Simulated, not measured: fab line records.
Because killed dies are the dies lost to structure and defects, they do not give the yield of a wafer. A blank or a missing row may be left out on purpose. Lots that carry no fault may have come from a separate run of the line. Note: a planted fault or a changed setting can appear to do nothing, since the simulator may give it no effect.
Chamber matching -- flow n5 finfet -- N5_BEOL_M1_PECVD_72 on pecvd-02: 3 sister chambers
The step deposits SiO2 from TEOS/O2, target thk 16 nm, time 18 s. 3 wafers are shown with their chamber, then 9 later ones without.

## WAFERS WITH THEIR CHAMBER
wafer,chamber,showerhead plenum p Torr (Torr)
L083.1,0,8.80
L083.3,1,8.70
L083.6,2,8.80

## WAFERS WITHOUT THEIR CHAMBER
wafer,showerhead plenum p Torr (Torr)
L087.3,8.77
L087.5,8.72
L087.6,8.78
L097.2,8.79
L097.5,8.80
L097.6,8.81
L096.1,8.81
L096.5,8.75
L096.6,8.80

## THE CHAMBER EACH PASSED THROUGH
wafer,from the rows above,in truth
L087.3,can't be placed: 0 or 2 or 1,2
L087.5,1,1
L087.6,can't be placed: 0 or 2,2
L097.2,can't be placed: 0 or 2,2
L097.5,can't be placed: 0 or 2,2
L097.6,can't be placed: 0 or 2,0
L096.1,can't be placed: 0 or 2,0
L096.5,can't be placed: 0 or 1 or 2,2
L096.6,can't be placed: 0 or 2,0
Placed correctly: 1 of 9. Unplaceable from these rows: 8, with the true chamber sitting among the candidates in 8. Wrongly placed: 0.
How it was worked out, from the rows above alone: a wafer's distance from a chamber is the root of the sum, over the readings, of the square of ((its reading less the chamber's mean) divided by the reading's scatter). The wafer belongs to the nearest chamber; if the next one is less than 2 further off, it can't be placed. A chamber's mean is the mean of its shown wafers. The scatter: root of mean squared gap, hidden wafer to nearest shown wafer, with one shown wafer a chamber.
